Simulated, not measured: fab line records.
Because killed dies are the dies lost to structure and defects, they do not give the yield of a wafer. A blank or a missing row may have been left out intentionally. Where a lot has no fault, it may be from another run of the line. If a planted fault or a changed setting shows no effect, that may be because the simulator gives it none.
Struck lot and sound lot, side by side -- flow n5 finfet -- 25 out of 1938 route steps
Sound: wafers L177.2, L177.3, L177.6. Struck: wafers L170.2, L170.3, L170.5. The cause is given at the end.
Per side, at each step with rows, come the tool, then ch with its chambers, and then its first start. Under that, the readings that differ: sound wafers -- struck wafers -- difference of the means -- sigmas: that difference in standard deviations of wafers without a fault.
alike: a reading whose means differ by less than 2 such deviations, as well as words and numbers matching on both sides. not compared: withheld readings; readings where some wafer has no value; bounds like >300 that might hide an equal value; numbers whose values overlap and for which the record gives no deviation.
Wherever a step has rows on one side only, a row that says differs or no value, or a row with sigmas, the two part there. Numbers that don't overlap but have no deviation are shown without sigmas and don't part them. Lack of a reading on every wafer of one side parts them only where that side has two or more wafers.

first, 8 steps without rows for these wafers: N5_BEOL_M8_DEVELOP_10 (develop time 30 s); N5_BEOL_M8_DESCUM_16 (chemistry O2, time 7.9 s); N5_BEOL_M8_ETCH_61 (etches SiARC in CF4, target depth 45.5 nm, time 75.8 s); N5_BEOL_M8_ETCH_62 (etches SOC in N2/H2, target depth 110 nm, overetch 22 nm, time 165 s); N5_BEOL_M8_STRIP_68 (strips in N2/H2); N5_BEOL_M8_STRIP_67 (strips in CF4); N5_BEOL_M8_HM_OPEN_17 (chemistry Cl2/BCl3, target TiN, target depth 20 nm, overetch 6 nm); N5_BEOL_M8_STRIP_19 (strips in O2).
N5_BEOL_M8_COAT_63: time 60 s, resist thk 60 nm.
  sound on litho track-01 ch 0, day 14 16:31; struck on litho track-04 ch 0, day 12 21:21
reading,sound,struck,difference,sigmas
spin speed rpm (rpm),1501.3 1498.5 1500.3,1596.1 1596.2 1594.1,+95.4,+95
model.SOC_of_BEOL_M8_COAT_63.thk nm (nm),60.2 60.4 60,58.4 58.2 58.2,-1.9,
then, 11 steps without rows for these wafers: N5_BEOL_M8_COAT_64 (time 60 s, resist thk 12 nm); N5_BEOL_M8_COAT_71 (time 60 s, resist thk 5 nm); N5_BEOL_M8_COAT_22 (resist thk 30 nm); N5_BEOL_M8_EBR_24; N5_BEOL_M8_SOFTBAKE_23 (time 60 s); N5_BEOL_M8_EXPOSE_25 (exposes mask V7, target cd 40 nm); N5_BEOL_M8_PEB_26 (peb time 60 s); N5_BEOL_M8_DEVELOP_27 (develop time 30 s); N5_BEOL_M8_DESCUM_33 (chemistry O2, time 7 s); N5_BEOL_M8_ETCH_72 (etches underlayer in N2/H2, target depth 6.5 nm, time 5.2 s); N5_BEOL_M8_ETCH_65 (etches SiARC in CF4, target depth 15.6 nm, time 26 s).
N5_BEOL_M8_ETCH_66: etches SOC in N2/H2, target depth 80 nm, overetch 16 nm, time 120 s.
  sound on rie diel-02 ch 1,2,3, day 14 16:59; struck on rie diel-03 ch 1,3, day 12 22:13
reading,sound,struck,difference,sigmas
model.etch.depth nm (nm),60.11 60.37 60.07,58.35 58.29 58.27,-1.88,
  alike: drypump motor current A, oes product au, rf vpp V, showerhead plenum p Torr, throttle valve pct
  not compared: rf hours counter h
then, 2 steps without rows for these wafers: N5_BEOL_M8_STRIP_69 (strips in N2/H2); N5_BEOL_M8_STRIP_73 (strips in N2/H2).
N5_BEOL_M8_VIA_ETCH_34: etches SiCOH lowk in C4F6/O2, target depth 125.5 nm, time 50.5 s.
  sound on rie diel-02 ch 1,2,3, day 14 17:05; struck on rie diel-03 ch 1,3, day 12 22:20
reading,sound,struck,difference,sigmas
model.SOC_of_BEOL_M8_COAT_63.thk nm (nm),54.4 54.2 54.2,52.2 52.2 52.2,-2.1,
  alike: drypump motor current A, oes_o_777_au, oes product au, rf vpp V, showerhead plenum p Torr, throttle valve pct
  not compared: rf hours counter h
then, 1 step without rows for these wafers: N5_BEOL_M8_STRIP_76 (strips in C4F6/O2).

## WHERE THEY PART
Within this record, at N5_BEOL_M8_COAT_63 only. Later steps at which nothing parts them and some readings are alike: N5_BEOL_M8_ETCH_66, N5_BEOL_M8_VIA_ETCH_34.

WHY: the cause the simulator had injected
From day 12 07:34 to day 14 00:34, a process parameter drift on litho track-04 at N5_BEOL_M8_COAT_63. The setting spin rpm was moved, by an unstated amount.
